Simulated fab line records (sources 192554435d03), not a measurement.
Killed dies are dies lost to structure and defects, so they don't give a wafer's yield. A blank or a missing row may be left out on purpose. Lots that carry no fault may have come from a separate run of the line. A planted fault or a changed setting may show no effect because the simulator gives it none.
8D (eight disciplines) problem report, filled in by code | flow n5Finfet | the parts of the form that need people (team, actions taken, sign-off) are left out

## 1. THE ISSUE
A mean of 259.3 W is read at N5_BEOL_M7_VIA_ETCH_34 for rfFwdPowerW, taken on 1 wafer of 1 lot, against 341.5 W (standard deviation 1.4) on wafers free of any fault. Measured from the usual mean, that is -59 standard deviations.
The step: etches SiCOH lowk in C4F6/O2, target depth 125.5 nm, time 50.5 s.
Earliest sighting: wafer L152.6 on rieDiel-04 at day 15 18:58. The record holds 25 wafers of 9 lots with a number at this step. The rule behind "out" and "out of limits": a value lying over 4 standard deviations away from the usual mean. The rest of the wafers with a number are treated as sound.

## 2. WHAT IT IS; WHAT IT IS NOT
question                    | is                     | is not
which readings at this step | rfFwdPowerW, rfVppV    | chamberPressureMTorr, drypumpMotorCurrentA, oesProductAu, showerheadPlenumPTorr, throttleValvePct
which lots                  | L152                   | L135, L138, L140, L142, L144, L146, L155, L158
which wafers of those lots  | all that have a number | -
read on which tools         | rieDiel-04             | rieDiel-02, rieDiel-03
when                        | from day 15 18:58      | up to then (21 sound wafers); but 3 sound wafers of L158 came after

## 3. WHAT RULES OUT EACH SUSPECT
Counting: a tool at a process step up to the reading stays a suspect if it ran every lot that is out and no sound lot after the first of them.
- rieDiel-04 at N5_BEOL_M7_DESCUM_33 (chemistry O2, time 7 s): kept. It ran the lot that is out, L152 (day 15 18:47), and no sound lot after that; its last sound lot up to then is L155 (day 15 08:40).
- rieDiel-04 at N5_BEOL_M7_VIA_ETCH_34 (etches SiCOH lowk in C4F6/O2, target depth 125.5 nm, time 50.5 s): kept. It ran the lot that is out, L152 (day 15 18:58), and no sound lot after that; its last sound lot up to then is L155 (day 15 08:51). Its own rfFwdPowerW, rfVppV readings are out on those wafers.
The count leaves rieDiel-04 at N5_BEOL_M7_VIA_ETCH_34 and rieDiel-04 at N5_BEOL_M7_DESCUM_33.

## 4. THE CAUSE (what the simulator had put in)
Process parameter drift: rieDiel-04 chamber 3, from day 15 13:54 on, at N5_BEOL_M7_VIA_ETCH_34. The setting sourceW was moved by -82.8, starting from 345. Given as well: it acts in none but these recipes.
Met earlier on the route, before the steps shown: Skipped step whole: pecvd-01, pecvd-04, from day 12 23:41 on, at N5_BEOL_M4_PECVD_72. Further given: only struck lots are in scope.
This tool is one of the 2 suspects left after counting.

## 5. THE CHAIN OF EFFECTS, in route order
Rows list readings where the struck wafers' mean (over those with a number) sits beyond 3 standard deviations from the usual. Only readings whose record carries a usual standard deviation are examined. hours: median over the lots of the time between each lot's start at the first step of this table that gives one and its start at this step. sigmas: the change, counted in usual standard deviations.
hours | step                    | reading             | usual   | on struck wafers | change | sigmas
0     | N5_BEOL_M7_VIA_ETCH_34  | rfFwdPowerW         | 341.5 W | 259.3            | -82.2  | -59
0     | N5_BEOL_M7_VIA_ETCH_34  | rfVppV              | 661 V   | 750              | +89    | +9.2
94    | N5_PASSIVATION_PROBE_49 | defectLimitedYield  | 91.2 %  | 63.1             | -28.1  | -20
94    | N5_PASSIVATION_PROBE_49 | killed_at_M4_up     | 13      | 320              | +307   | +60
94    | N5_PASSIVATION_PROBE_49 | killedDies          | 104     | 435              | +331   | +19
94    | N5_PASSIVATION_PROBE_49 | sort_bin_5_function | 5.2 %   | 31.6             | +26.4  | +27
94    | N5_PASSIVATION_PROBE_49 | sortNPass           | 1076    | 745              | -331   | -19
94    | N5_PASSIVATION_PROBE_49 | sortYieldPct        | 91.2 %  | 63.1             | -28.1  | -20
Process steps it contains:
- N5_BEOL_M7_VIA_ETCH_34: etches SiCOH lowk in C4F6/O2, target depth 125.5 nm, time 50.5 s.
- N5_PASSIVATION_PROBE_49
Later measuring or inspecting steps at which every struck wafer that the step has a row for has a number for every such reading, and none has moved that far: N5_BEOL_M7_OCD_MEAS_38.

## 6. WHAT WOULD HAVE CAUGHT IT SOONER
First out-of-limits reading in this record: day 15 18:58, which is 5 hours after fault onset at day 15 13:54.
